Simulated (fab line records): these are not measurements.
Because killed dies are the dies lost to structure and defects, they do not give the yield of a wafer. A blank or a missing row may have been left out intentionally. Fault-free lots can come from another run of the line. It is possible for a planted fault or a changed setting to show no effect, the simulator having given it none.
fab line records | flow n5_finfet
[record] lots = 9 | wafers = 26 | last_day = 17
route steps=1938 shown FIN_SAQP@132 BEOL_M4@1111 PASSIVATION@1936
lots that met no fault: taken from a fault-free run of the same line
start_h: hours from the record's first day to the start of the lot's first wafer shown | wait_h: hours elapsed since this lot's preceding step | " the same as in the row above | L1.1+2: a single row standing in for several wafers | - value missing, or start not given | * or withheld: withheld | < > ~ a bound
route shown NAME@n: a module of which the file shows steps, and the number in the route of the first | usual: mean/standard deviation of fault-free wafers | same: alike in all rows | chamber/n: place in a boat | sites: each site's reading | _std_site: their standard deviation | _edge_site: outer sites' mean less inner sites' | radius_mm: for every site, how far away it sits from the centre of the wafer | mask NAME#n: copy n | behind: tool/chamber where the wafer was last shaped | hold: what put the lot on hold/how long, in hours/how the hold closed | device: the transistor (n, p or np) that didn't switch | end of line: at the end of the route, the tests of the same wafers | a step with no rows: only its recipe | killed: at the first sort, the dies lost to defects and structure; wafer yield is something else | map: a wafer's dies, x killed, . not, _ none there
set.NAME: the run value of the setting; set.NAME@STEP: its run value at that earlier step | model.NAME: the simulator's own value behind a step, which no gauge read
steps of the route over a sample of lots; a table a step, a row a wafer
services: a tool's chamber out of use, with start hour (start_h, from the record's first day; less than 0 if before it), hours out, and reason
[[steps]]
[step N5_FIN_SAQP_RECESS_63]
[recipe] chemistry = HF/NH3 | target = SiO2 | target_depth_a = 180 | afs_cycles = 3 | temp_c = 30 | sublimation_temp_c = 180 | sublimation_time_s = 60
[usual] drypump_motor_current_A = 5.6/0.44
lot.wafer | tool          | chamber | start_h | wait_h | drypump_motor_current_A
L289.1    | vapor_etch-01 | 1       | 41.96   | 0.1    | 6.2
L289.3    | "             | 0       | "       | "      | 5.2
L289.6    | "             | 1       | "       | "      | 6.2
L293.1    | vapor_etch-01 | 1       | 67.35   | 0.1    | 6.2
L293.2    | "             | 0       | "       | "      | 5.2
L293.5    | "             | 0       | "       | "      | 5.2
L294.2    | vapor_etch-01 | 0       | 73.13   | 0.1    | 5.2
L294.5    | "             | 1       | "       | "      | 6.2
L294.6    | "             | 0       | "       | "      | 5.2
L295.2    | vapor_etch-02 | 0       | 78.92   | 0.1    | 5.7
L295.4    | "             | 1       | "       | "      | 5.1
L295.6    | "             | 0       | "       | "      | 5.7
L300.2    | vapor_etch-02 | 0       | 109.58  | 0.1    | 5.7
L300.3    | "             | 1       | "       | "      | 5.1
L300.6    | "             | 0       | "       | "      | 5.7
L301.1    | vapor_etch-01 | 1       | 115.45  | 0.1    | 6.2
L301.3    | "             | 0       | "       | "      | 5.2
L301.4    | "             | 1       | "       | "      | 6.2
L302.2    | vapor_etch-01 | 0       | 120.66  | 0.1    | 5.2
L302.3    | "             | 0       | "       | "      | 5.2
L306.3    | vapor_etch-01 | 1       | 146.18  | 0.2    | 6.2
L306.4    | "             | 0       | "       | "      | 5.2
L306.6    | "             | 1       | "       | "      | 6.2
L307.4    | vapor_etch-02 | 0       | 150.91  | 0.4    | 5.7
L307.5    | "             | 0       | "       | "      | 5.7
L307.6    | "             | 1       | "       | "      | 5.1
[step N5_FIN_SAQP_ETCH_69]
[recipe] chemistry = N2/H2 | target = SOC | target_depth_a = 1500 | stop_on = SiNx | ion_energy_ev = 100 | bias_w = 61 | pressure_mtorr = 30 | source_w = 850 | n2_flow_sccm = 200 | h2_flow_sccm = 200
[usual] drypump_motor_current_A = 5.8/0.58 | oes_product_au = 0.76/0.069 | rf_vpp_V = 240.3/1.3 | showerhead_plenum_p_Torr = 2.52/0.074 | throttle_valve_pct = 17.84/0.14
lot.wafer | tool        | chamber | start_h | wait_h | drypump_motor_current_A | oes_product_au | rf_hours_counter_h | rf_vpp_V | showerhead_plenum_p_Torr | throttle_valve_pct
L289.1    | rie_diel-01 | 3       | 42.65   | -      | 5.9                     | 0.71           | 208                | 242.2    | 2.62                     | 17.73
L289.3    | "           | 1       | "       | "      | 5.3                     | 0.77           | 127                | 240.7    | 2.55                     | 17.93
L289.6    | "           | 1       | "       | "      | 5.3                     | 0.77           | -                  | 241.1    | 2.55                     | 17.95
L293.1    | rie_diel-01 | 3       | 67.86   | -      | 5.9                     | 0.70           | 216                | 239.9    | 2.62                     | 17.73
L293.2    | "           | 2       | "       | "      | 6.7                     | 0.78           | 128                | 240.1    | 2.56                     | 17.73
L293.5    | "           | 0       | "       | "      | 6.2                     | 0.69           | -                  | 238.1    | 2.42                     | 17.85
L294.2    | rie_diel-06 | 3       | 73.58   | -      | 4.8                     | 0.80           | 96                 | 239.1    | 2.47                     | 17.77
L294.5    | "           | 3       | "       | "      | 4.8                     | 0.80           | -                  | 240.4    | 2.47                     | 17.78
L294.6    | "           | 2       | "       | "      | 5.3                     | 0.89           | -                  | 240.3    | 2.49                     | 17.50
L295.2    | rie_diel-05 | 3       | 79.37   | -      | 6.7                     | 0.75           | 168                | 239.8    | 2.42                     | 17.97
L295.4    | "           | 1       | "       | "      | 6.0                     | 0.89           | 27                 | 239.8    | 2.50                     | 17.91
L295.6    | "           | 2       | "       | "      | 5.6                     | 0.80           | -                  | 242.0    | 2.55                     | 17.63
L300.2    | rie_diel-01 | 2       | 110.03  | -      | 6.7                     | 0.77           | 142                | 241.3    | 2.55                     | 17.74
L300.3    | "           | 0       | "       | "      | 6.2                     | 0.69           | 235                | 239.4    | 2.41                     | 17.90
L300.6    | "           | 1       | "       | "      | 5.3                     | 0.74           | -                  | 240.0    | 2.54                     | 17.98
L301.1    | rie_diel-06 | 0       | 115.90  | -      | 6.4                     | 0.74           | 140                | 237.4    | 2.45                     | 17.93
L301.3    | "           | 1       | "       | "      | 5.8                     | 0.65           | 230                | 241.9    | 2.63                     | 17.95
L301.4    | "           | 2       | "       | "      | 5.3                     | 0.86           | 42                 | 240.2    | 2.49                     | 17.52
L302.2    | rie_diel-06 | 2       | 121.11  | -      | 5.3                     | 0.86           | 43                 | 240.0    | 2.49                     | 17.51
L302.3    | "           | 3       | "       | "      | 4.8                     | 0.78           | 111                | 239.0    | 2.47                     | 17.79
L306.3    | rie_diel-06 | 2       | 146.51  | -      | 5.3                     | 0.84           | 52                 | 239.9    | 2.48                     | 17.53
L306.4    | "           | 1       | "       | "      | 5.8                     | 0.64           | 241                | 242.1    | 2.62                     | 17.97
L306.6    | "           | 3       | "       | "      | 4.8                     | 0.77           | -                  | 238.6    | 2.46                     | 17.82
L307.4    | rie_diel-05 | 1       | 151.29  | -      | 6.0                     | 0.85           | 55                 | 240.1    | 2.49                     | 17.98
L307.5    | "           | 0       | "       | "      | 5.3                     | 0.67           | -                  | 242.4    | 2.64                     | 17.98
L307.6    | "           | 1       | "       | "      | 6.0                     | 0.85           | -                  | 238.2    | 2.49                     | 17.97
[step N5_FIN_SAQP_ETCH_64]
[recipe] chemistry = CF4 | target = SiO2 | target_depth_a = 15 | ion_energy_ev = 350 | pressure_mtorr = 10 | icp_w = 800 | bias_w = 400 | cf4_flow_sccm = 80
[usual] drypump_motor_current_A = 5.7/0.35 | oes_product_au = 0.997/0.022 | throttle_valve_pct = 21.90/0.25
lot.wafer | tool      | chamber | start_h | wait_h | drypump_motor_current_A | oes_product_au | rf_hours_counter_h | throttle_valve_pct
L289.1    | rie_si-03 | 0       | 44.06   | 0.0    | 6.0                     | 1.024          | 195                | 22.34
L289.3    | "         | 1       | "       | "      | 6.1                     | 0.969          | 169                | 22.08
L289.6    | "         | 3       | "       | "      | 6.1                     | 1.003          | -                  | 22.00
L293.1    | rie_si-02 | 1       | 69.19   | 0.0    | 5.7                     | 0.991          | 20                 | 21.77
L293.2    | "         | 0       | "       | "      | 6.1                     | 0.954          | 198                | 21.73
L293.5    | "         | 2       | "       | "      | 5.5                     | 0.988          | -                  | 22.03
L294.2    | rie_si-03 | 3       | 74.72   | 0.0    | 6.1                     | 1.004          | 8                  | 21.99
L294.5    | "         | 1       | "       | "      | 6.1                     | 0.973          | -                  | 22.08
L294.6    | "         | 0       | "       | "      | 6.0                     | 1.023          | -                  | 22.35
L295.2    | rie_si-03 | 0       | 80.63   | 0.0    | 6.0                     | 1.023          | 196                | 22.34
L295.4    | "         | 3       | "       | "      | 6.1                     | 1.002          | 8                  | 22.00
L295.6    | "         | 1       | "       | "      | 6.1                     | 0.978          | -                  | 22.08
L300.2    | rie_si-05 | 2       | 111.39  | 0.0    | 5.2                     | 1.016          | 158                | 21.45
L300.3    | "         | 3       | "       | "      | 5.3                     | 1.011          | 61                 | 21.75
L300.6    | "         | 1       | "       | "      | 5.8                     | 0.984          | -                  | 22.11
L301.1    | rie_si-03 | 3       | 117.04  | 0.0    | 6.1                     | 1.014          | 9                  | 22.00
L301.3    | "         | 0       | "       | "      | 6.1                     | 1.027          | 197                | 22.36
L301.4    | "         | 1       | "       | "      | 6.1                     | 0.975          | 170                | 22.09
L302.2    | rie_si-03 | 3       | 122.31  | 0.0    | 6.1                     | 1.011          | 9                  | 22.00
L302.3    | "         | 2       | "       | "      | 5.3                     | 0.997          | 53                 | 21.83
L306.3    | rie_si-05 | 2       | 147.67  | 0.0    | 5.2                     | 1.008          | 159                | 21.44
L306.4    | "         | 0       | "       | "      | 5.4                     | 0.963          | 1                  | 21.54
L306.6    | "         | 3       | "       | "      | 5.3                     | 1.018          | -                  | 21.74
L307.4    | rie_si-05 | 3       | 152.79  | 0.0    | 5.3                     | 1.012          | 62                 | 21.75
L307.5    | "         | 0       | "       | "      | 5.4                     | 0.958          | -                  | 21.54
L307.6    | "         | 1       | "       | "      | 5.8                     | 0.971          | -                  | 22.12
[step N5_FIN_SAQP_FIN_ETCH_36]
[recipe] chemistry = HBr/Cl2/O2 | target_depth_a = 1200 | mask_material = SiNx | time_s = 50.4 | bias_w = 102 | pressure_mtorr = 10 | icp_w = 800 | HBr_flow_sccm = 150 | Cl2_flow_sccm = 80 | O2_flow_sccm = 12
[usual] drypump_motor_current_A = 5.7/0.35 | mfc_cl2_sccm = 80.04/0.23 | oes_product_au = 0.996/0.021 | throttle_valve_pct = 36.2/0.36
lot.wafer | tool      | chamber | start_h | wait_h | drypump_motor_current_A | mfc_cl2_sccm | oes_product_au | rf_hours_counter_h | throttle_valve_pct
L289.1    | rie_si-03 | 0       | 44.08   | 0.0    | 6.0                     | 80.11        | 1.024          | 195                | 36.7
L289.3    | "         | 1       | "       | "      | 6.1                     | 80.06        | 0.961          | 169                | 36.7
L289.6    | "         | 3       | "       | "      | 6.1                     | 80.23        | 0.998          | -                  | 36.4
L293.1    | rie_si-02 | 1       | 69.21   | 0.0    | 5.7                     | 80.10        | 0.992          | 20                 | 36.0
L293.2    | "         | 0       | "       | "      | 6.1                     | 80.11        | 0.965          | 198                | 36.3
L293.5    | "         | 2       | "       | "      | 5.5                     | 80.31        | 0.986          | -                  | 36.1
L294.2    | rie_si-03 | 3       | 74.74   | 0.0    | 6.2                     | 79.66        | 1.006          | 8                  | 36.4
L294.5    | "         | 1       | "       | "      | 6.1                     | 80.18        | 0.964          | -                  | 36.7
L294.6    | "         | 0       | "       | "      | 6.1                     | 80.16        | 1.023          | -                  | 36.7
L295.2    | rie_si-03 | 0       | 80.65   | 0.0    | 6.0                     | 80.33        | 1.016          | 196                | 36.7
L295.4    | "         | 3       | "       | "      | 6.1                     | 80.45        | 0.996          | 8                  | 36.4
L295.6    | "         | 1       | "       | "      | 6.1                     | 80.14        | 0.973          | -                  | 36.7
L300.2    | rie_si-05 | 2       | 111.41  | 0.0    | 5.2                     | 80.14        | 1.003          | 158                | 35.4
L300.3    | "         | 3       | "       | "      | 5.2                     | 79.91        | 1.012          | 61                 | 35.7
L300.6    | "         | 1       | "       | "      | 5.8                     | 79.78        | 0.986          | -                  | 36.5
L301.1    | rie_si-03 | 3       | 117.06  | 0.0    | 6.1                     | 79.96        | 1.007          | 9                  | 36.4
L301.3    | "         | 0       | "       | "      | 6.0                     | 80.16        | 1.480          | 197                | 35.9
L301.4    | "         | 1       | "       | "      | 6.1                     | 79.96        | 0.961          | 170                | 36.7
L302.2    | rie_si-03 | 3       | 122.33  | 0.0    | 6.1                     | 80.33        | 1.008          | 9                  | 36.4
L302.3    | "         | 2       | "       | "      | 5.2                     | 80.44        | 1.465          | 53                 | 35.3
L306.3    | rie_si-05 | 2       | 147.69  | 0.0    | 5.2                     | 80.15        | 1.008          | 159                | 35.4
L306.4    | "         | 0       | "       | "      | 5.4                     | 79.89        | 0.964          | 1                  | 35.9
L306.6    | "         | 3       | "       | "      | 5.3                     | 80.00        | 1.010          | -                  | 35.8
L307.4    | rie_si-05 | 3       | 152.81  | 0.0    | 5.3                     | 80.03        | 1.007          | 62                 | 35.8
L307.5    | "         | 0       | "       | "      | 5.4                     | 80.19        | 0.964          | -                  | 35.9
L307.6    | "         | 1       | "       | "      | 5.8                     | 80.38        | 0.989          | -                  | 36.5
[step N5_FIN_SAQP_OCD_MEAS_76]
[usual] trench_depth_nm = 119.2/1.5
lot.wafer | tool   | chamber | start_h | wait_h | trench_depth_nm
L289.1    | ocd-01 | -       | 44.30   | 0.0    | 117.5
L289.3    | "      | -       | "       | "      | 119.5
L289.6    | "      | -       | "       | "      | 118.5
L293.1    | ocd-01 | -       | 69.42   | 0.0    | 118.2
L293.2    | "      | -       | "       | "      | 116.1
L293.5    | "      | -       | "       | "      | 120.6
L294.2    | ocd-01 | -       | 74.96   | 0.0    | 119.1
L294.5    | "      | -       | "       | "      | 120.2
L294.6    | "      | -       | "       | "      | 118.1
L295.2    | ocd-02 | -       | 80.87   | 0.0    | 118.1
L295.4    | "      | -       | "       | "      | 119.2
L295.6    | "      | -       | "       | "      | 120.6
L300.2    | ocd-02 | -       | 111.64  | 0.0    | 120.2
L300.3    | "      | -       | "       | "      | 118.8
L300.6    | "      | -       | "       | "      | 117.1
L301.1    | ocd-02 | -       | 117.28  | 0.0    | 118.8
L301.3    | "      | -       | "       | "      | 194.7
L301.4    | "      | -       | "       | "      | 118.9
L302.2    | ocd-01 | -       | 122.55  | 0.0    | 119.7
L302.3    | "      | -       | "       | "      | 195.8
L306.3    | ocd-01 | -       | 147.91  | 0.0    | 122.1
L306.4    | "      | -       | "       | "      | 119.0
L306.6    | "      | -       | "       | "      | 118.8
L307.4    | ocd-02 | -       | 153.03  | 0.0    | 119.1
L307.5    | "      | -       | "       | "      | 119.5
L307.6    | "      | -       | "       | "      | 117.7
[step N5_BEOL_M4_RC_MEAS_101]
[usual] DIBL_N = 36.5/2 | DIBL_P = 36.5/2.3 | IOFF_N = 0.16/0.036 | IOFF_P = 0.21/0.037 | ION_N = 672/12 | ION_P = 459/7.1 | SS_N = 71.6/0.73 | SS_P = 73.4/0.76 | VT_N = 250/3.3 | VT_P = -250.5/2.9
lot.wafer | tool      | chamber | start_h | wait_h | DIBL_N[mV/V] | DIBL_P[mV/V] | IOFF_N[nA/um] | IOFF_P[nA/um] | ION_N[uA/um] | ION_P[uA/um] | SS_N[mV/dec] | SS_P[mV/dec] | VT_N[mV] | VT_P[mV]
L289.1    | prober-02 | 0       | 189.55  | 0.0    | 36.7         | 36.7         | 0.18          | 0.21          | 680          | 458          | 71.9         | 73.9         | 246      | -251.4
L289.3    | "         | 0       | "       | "      | 34.8         | 35.0         | 0.14          | 0.19          | 679          | 463          | 71.4         | 73.4         | 251      | -252.9
L289.6    | "         | 0       | "       | "      | 35.7         | 36.1         | 0.16          | 0.20          | 670          | 464          | 71.3         | 73.5         | 249      | -251.7
L293.1    | prober-01 | 0       | 223.32  | 0.0    | 36.5         | 35.9         | 0.14          | 0.19          | 661          | 453          | 72.5         | 72.6         | 251      | -252.4
L293.2    | "         | 0       | "       | "      | 38.1         | 39.1         | 0.18          | 0.24          | 683          | 469          | 72.6         | 73.7         | 249      | -247.1
L293.5    | "         | 0       | "       | "      | 37.2         | 37.3         | 0.16          | 0.21          | 671          | 459          | 72.4         | 73.2         | 249      | -249.2
L294.2    | prober-01 | 0       | 227.04  | 0.2    | 36.7         | 35.7         | 0.15          | 0.18          | 670          | 459          | 70.9         | 73.6         | 249      | -253.0
L294.5    | "         | 0       | "       | "      | 34.2         | 33.3         | 0.12          | 0.16          | 660          | 451          | 70.6         | 72.8         | 252      | -255.4
L294.6    | "         | 0       | "       | "      | 36.2         | 34.4         | 0.14          | 0.17          | 665          | 450          | 70.7         | 73.2         | 250      | -252.7
L295.2    | prober-02 | 0       | 229.58  | 0.2    | 37.6         | 38.5         | 0.18          | 0.23          | 675          | 461          | 72.6         | 74.5         | 248      | -248.7
L295.4    | "         | 0       | "       | "      | 36.0         | 36.5         | 0.15          | 0.19          | 680          | 461          | 71.7         | 73.3         | 249      | -250.3
L295.6    | "         | 0       | "       | "      | 33.6         | 33.9         | 0.11          | 0.16          | 664          | 451          | 70.6         | 72.6         | 255      | -253.8
L300.2    | prober-02 | 0       | 257.76  | 0.2    | 38.6         | 38.0         | 0.19          | 0.24          | 666          | 449          | 72.4         | 73.0         | 248      | -249.1
L300.3    | "         | 0       | "       | "      | 36.4         | 35.2         | 0.14          | 0.18          | 649          | 452          | 72.4         | 72.6         | 254      | -252.1
L300.6    | "         | 0       | "       | "      | 38.8         | 38.0         | 0.18          | 0.23          | 664          | 457          | 72.6         | 73.2         | 253      | -249.6
L302.2    | prober-02 | 0       | 262.85  | 0.2    | 37.3         | 34.9         | 0.14          | 0.19          | 645          | 444          | 71.8         | 72.9         | 253      | -251.0
L302.3    | "         | 0       | "       | "      | 37.2         | 35.3         | 0.15          | 0.20          | 667          | 456          | 70.9         | 73.1         | 253      | -249.0
L301.1    | prober-01 | 0       | 263.28  | 0.0    | 35.6         | 38.7         | 0.16          | 0.20          | 675          | 459          | 71.5         | 74.3         | 250      | -251.6
L301.3    | "         | 0       | "       | "      | 35.0         | 36.4         | 0.13          | 0.17          | 658          | 448          | 71.4         | 73.5         | 255      | -255.2
L301.4    | "         | 0       | "       | "      | 33.8         | 34.8         | 0.12          | 0.15          | 659          | 451          | 71.3         | 72.7         | 255      | -258.8
L307.4    | prober-01 | 0       | 297.56  | 0.5    | 39.5         | 41.0         | 0.23          | 0.29          | 697          | 475          | 71.6         | 74.7         | 243      | -246.4
L307.5    | "         | 0       | "       | "      | 36.8         | 37.8         | 0.18          | 0.24          | 688          | 464          | 71.4         | 73.5         | 246      | -246.8
L307.6    | "         | 0       | "       | "      | 34.2         | 34.2         | 0.12          | 0.17          | 664          | 459          | 71.0         | 72.8         | 254      | -250.7
L306.3    | prober-02 | 0       | 298.06  | 0.3    | 36.7         | 36.8         | 0.15          | 0.20          | 670          | 454          | 71.4         | 73.5         | 253      | -255.1
L306.4    | "         | 0       | "       | "      | 38.1         | 38.8         | 0.17          | 0.22          | 671          | 458          | 71.5         | 73.9         | 248      | -251.8
L306.6    | "         | 0       | "       | "      | 38.2         | 38.9         | 0.17          | 0.23          | 678          | 458          | 72.2         | 73.0         | 249      | -251.8
[step N5_PASSIVATION_PROBE_49]
[usual] defect_limited_yield = 91.4/1.4 | killed_at_M0_to_M3 = 33/11 | killed_at_M4_up = 13/5.3 | killed_at_contacts = 13/6.1 | killed_at_front_end = 40/11 | killed_at_other = 2.9/2.7 | killed_dies = 102/17 | killed_open = 68/13 | killed_short = 32/7.5 | sort_bin_4_leakage = 0.00/0.022 | sort_bin_5_function = 5.1/0.98 | sort_bin_6_memory = 3.2/0.69 | sort_bin_8_speed = 0.1/1.1 | sort_n_pass = 1077/21 | sort_yield_pct = 91.3/1.7
[same] gross_dies = 1180 | killed_at_back_side = 0
lot.wafer | tool      | chamber | start_h | wait_h | defect_limited_yield[%] | killed_at_M0_to_M3 | killed_at_M4_up | killed_at_contacts | killed_at_front_end | killed_at_other | killed_dies | killed_open | killed_short | sort_bin_4_leakage[%] | sort_bin_5_function[%] | sort_bin_6_memory[%] | sort_bin_8_speed[%] | sort_n_pass | sort_yield_pct[%]
L295.2    | prober-01 | -       | 349.37  | 0.1    | 93.6                    | 14                 | 10              | 7                  | 44                  | 0               | 75          | 45          | 28           | 0                     | 3.8                    | 2.5                  | 0                   | 1105        | 93.6
L295.4    | prober-01 | -       | 349.47  | 0.2    | 91.4                    | 35                 | 16              | 9                  | 39                  | 2               | 101         | 72          | 27           | 0                     | 5.3                    | 2.9                  | 0                   | 1079        | 91.4
L295.6    | prober-01 | -       | 349.57  | 0.3    | 94.2                    | 22                 | 13              | 6                  | 25                  | 2               | 68          | 43          | 22           | 0                     | 3.0                    | 2.5                  | 0                   | 1112        | 94.2
L294.2    | prober-02 | -       | 350.64  | 0.1    | 91.9                    | 36                 | 19              | 9                  | 31                  | 1               | 96          | 69          | 26           | 0                     | 4.2                    | 3.6                  | 0                   | 1084        | 91.9
L294.5    | prober-02 | -       | 350.79  | 0.2    | 92.6                    | 23                 | 11              | 7                  | 42                  | 4               | 87          | 60          | 27           | 0                     | 4.2                    | 3.0                  | 0                   | 1093        | 92.6
L294.6    | prober-02 | -       | 350.84  | 0.3    | 88.1                    | 44                 | 14              | 11                 | 71                  | 1               | 141         | 92          | 49           | 0                     | 6.4                    | 4.8                  | 0                   | 1039        | 88.1
L302.2    | prober-02 | -       | 383.36  | 0.1    | 89.3                    | 65                 | 15              | 6                  | 40                  | 0               | 126         | 78          | 47           | 0                     | 6.9                    | 3.6                  | 0.3                 | 1051        | 89.1
L302.3    | prober-02 | -       | 383.41  | 0.1    | 92.1                    | 47                 | 9               | 9                  | 26                  | 2               | 93          | 55          | 37           | 0                     | 4.6                    | 3.1                  | 0                   | 1087        | 92.1
L301.1    | prober-02 | -       | 391.82  | 0.0    | 91.0                    | 32                 | 15              | 10                 | 45                  | 4               | 106         | 65          | 38           | 0                     | 6.0                    | 2.7                  | 0                   | 1074        | 91.0
L301.3    | prober-02 | -       | 391.92  | 0.1    | 90.3                    | 31                 | 20              | 15                 | 46                  | 2               | 114         | 75          | 39           | 0                     | 5.6                    | 3.8                  | 0                   | 1066        | 90.3
L301.4    | prober-02 | -       | 391.97  | 0.2    | 90.9                    | 31                 | 17              | 12                 | 42                  | 5               | 107         | 78          | 27           | 0                     | 5.0                    | 3.6                  | 0                   | 1073        | 90.9
// killed by level:class
L295.2 STI_FIN_REVEAL:geometric_particle:open=14 FIN_SAQP:geometric_particle:short=11 FIN_SAQP:geometric_particle:open=4 MOL_CONTACT_COAG:geometric_particle:open=4 BEOL_M4:geometric_particle:open=4 GATE_CUT:geometric_particle:short=3 MOL_CONTACT_COAG:geometric_particle:short=3 BEOL_M0_SAQP:geometric_particle:open=3
L295.4 FIN_SAQP:geometric_particle:short=12 BEOL_M0_SAQP:geometric_particle:open=8 DUMMY_GATE:geometric_particle:open=7 MOL_CONTACT_COAG:geometric_particle:open=7 BEOL_M1:geometric_particle:open=7 BEOL_M2:geometric_particle:open=7 FIN_SAQP:geometric_particle:open=6 STI_FIN_REVEAL:geometric_particle:open=6
L295.6 DUMMY_GATE:geometric_particle:open=8 BEOL_M4:geometric_particle:open=7 MOL_CONTACT_COAG:geometric_particle:open=5 BEOL_M0_SAQP:geometric_particle:short=5 BEOL_M3:geometric_particle:open=5 FIN_SAQP:geometric_particle:short=3 BEOL_M0_SAQP:geometric_particle:open=3 BEOL_M1:geometric_particle:open=3
L294.2 BEOL_M4:geometric_particle:open=11 BEOL_M0_SAQP:geometric_particle:open=10 STI_FIN_REVEAL:geometric_particle:open=9 MOL_CONTACT_COAG:geometric_particle:open=8 BEOL_M0_SAQP:geometric_particle:short=7 BEOL_M3:geometric_particle:open=7 FIN_SAQP:geometric_particle:open=4 GATE_CUT:geometric_particle:short=4
L294.5 STI_FIN_REVEAL:geometric_particle:open=14 BEOL_M3:geometric_particle:open=9 FIN_SAQP:geometric_particle:short=8 MOL_CONTACT_COAG:geometric_particle:open=6 BEOL_M1:geometric_particle:open=5 BEOL_M4:geometric_particle:open=5 FIN_SAQP:geometric_particle:open=4 BEOL_M0_SAQP:geometric_particle:short=4
L294.6 STI_FIN_REVEAL:geometric_particle:open=18 FIN_SAQP:geometric_particle:open=15 FIN_SAQP:geometric_particle:short=15 BEOL_M2:geometric_particle:open=10 BEOL_M0_SAQP:geometric_particle:open=9 MOL_CONTACT_COAG:geometric_particle:open=8 BEOL_M0_SAQP:geometric_particle:short=8 BEOL_M3:geometric_particle:open=8
L302.2 BEOL_M1:geometric_particle:open=16 BEOL_M0_SAQP:geometric_particle:short=12 FIN_SAQP:geometric_particle:short=11 BEOL_M0_SAQP:geometric_particle:open=9 FIN_SAQP:geometric_particle:open=8 BEOL_M0:geometric_particle:open=7 DUMMY_GATE:geometric_particle:open=5 BEOL_M1:geometric_particle:short=5
L302.3 BEOL_M0_SAQP:geometric_particle:open=15 MOL_CONTACT_COAG:geometric_particle:open=9 BEOL_M0_SAQP:geometric_particle:short=8 FIN_SAQP:geometric_particle:short=6 BEOL_M1:geometric_particle:open=6 GATE_CUT:geometric_particle:short=5 BEOL_M3:geometric_particle:open=5 BEOL_M2:geometric_particle:open=4
L301.1 BEOL_M3:geometric_particle:open=11 FIN_SAQP:geometric_particle:open=10 STI_FIN_REVEAL:geometric_particle:open=9 MOL_CONTACT_COAG:geometric_particle:open=8 FIN_SAQP:geometric_particle:short=7 BEOL_M0_SAQP:geometric_particle:open=7 BEOL_M0_SAQP:geometric_particle:short=7 STI_FIN_REVEAL:geometric_particle:short=5
L301.3 FIN_SAQP:geometric_particle:open=11 MOL_CONTACT_COAG:geometric_particle:open=11 STI_FIN_REVEAL:geometric_particle:open=9 BEOL_M0_SAQP:geometric_particle:open=8 BEOL_M2:geometric_particle:open=6 FIN_SAQP:geometric_particle:short=5 BEOL_M0_SAQP:geometric_particle:short=5 BEOL_M3:geometric_particle:open=5
L301.4 STI_FIN_REVEAL:geometric_particle:open=18 MOL_CONTACT_COAG:geometric_particle:open=10 BEOL_M0_SAQP:geometric_particle:open=10 FIN_SAQP:geometric_particle:open=9 BEOL_M0_SAQP:geometric_particle:short=8 BEOL_M4:geometric_particle:open=6 BEOL_M3:geometric_particle:open=5 STARTING-WAFER:geometric_particle:short=5
[[services]]
tool          | chamber | start_h | hours | kind
rie_diel-05   | 3       | 37.37   | 5.1   | repair
rie_diel-01   | 1       | 47.72   | 5.8   | repair
rie_diel-06   | 3       | 48.71   | 11.7  | repair
rie_diel-06   | -       | 52.18   | 15.6  | pm
vapor_etch-02 | -       | 59.22   | 0.4   | repair
rie_si-05     | 0       | 72.29   | -     | clean
rie_si-05     | 0       | 72.29   | 12.0  | scheduled_down
rie_si-05     | 0       | 72.29   | 12.0  | vent_cycle
rie_diel-06   | 1       | 78.17   | 4.5   | repair
rie_diel-05   | -       | 88.48   | 0.2   | repair
vapor_etch-01 | -       | 102.10  | 1.6   | repair
rie_diel-05   | 2       | 106.14  | 16.1  | repair
rie_si-02     | 0       | 110.44  | -     | clean
rie_si-02     | 0       | 110.44  | 14.5  | scheduled_down
rie_si-02     | 0       | 110.44  | 14.5  | vent_cycle
rie_si-03     | -       | 110.53  | 2.8   | pm
rie_diel-05   | 1       | 116.27  | 3.7   | repair
rie_diel-06   | 2       | 128.59  | 2.3   | repair
rie_si-03     | 0       | 129.17  | -     | clean
rie_si-03     | 0       | 129.17  | 15.0  | scheduled_down
rie_si-03     | 0       | 129.17  | 15.0  | vent_cycle
[[key]]
[first_sign] step = N5_FIN_SAQP_FIN_ETCH_36 | reading = oes_product_au | direction = up | sigmas = 23 | usual = 0.996 | struck = 1.472
[effect] step = N5_FIN_SAQP_OCD_MEAS_76 | reading = trench_depth_nm | direction = up | sigmas = 50 | usual = 119.2 | struck = 195.3
met_at N5_FIN_SAQP_FIN_ETCH_36
struck_lots L301,L302
struck_wafers L301.3,L302.3
not_acting_at N5_FIN_SAQP_RECESS_63,N5_FIN_SAQP_ETCH_69,N5_FIN_SAQP_ETCH_64
onset_between 80.65 117.06
[fault] kind = process_parameter_drift | tool = rie_si-03 | chamber = - | onset_h = 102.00 | steps = N5_FIN_SAQP_FIN_ETCH_36 | channel = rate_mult | offset = 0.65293 | shape = step | end_h = 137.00 | scope = struck_wafers_only
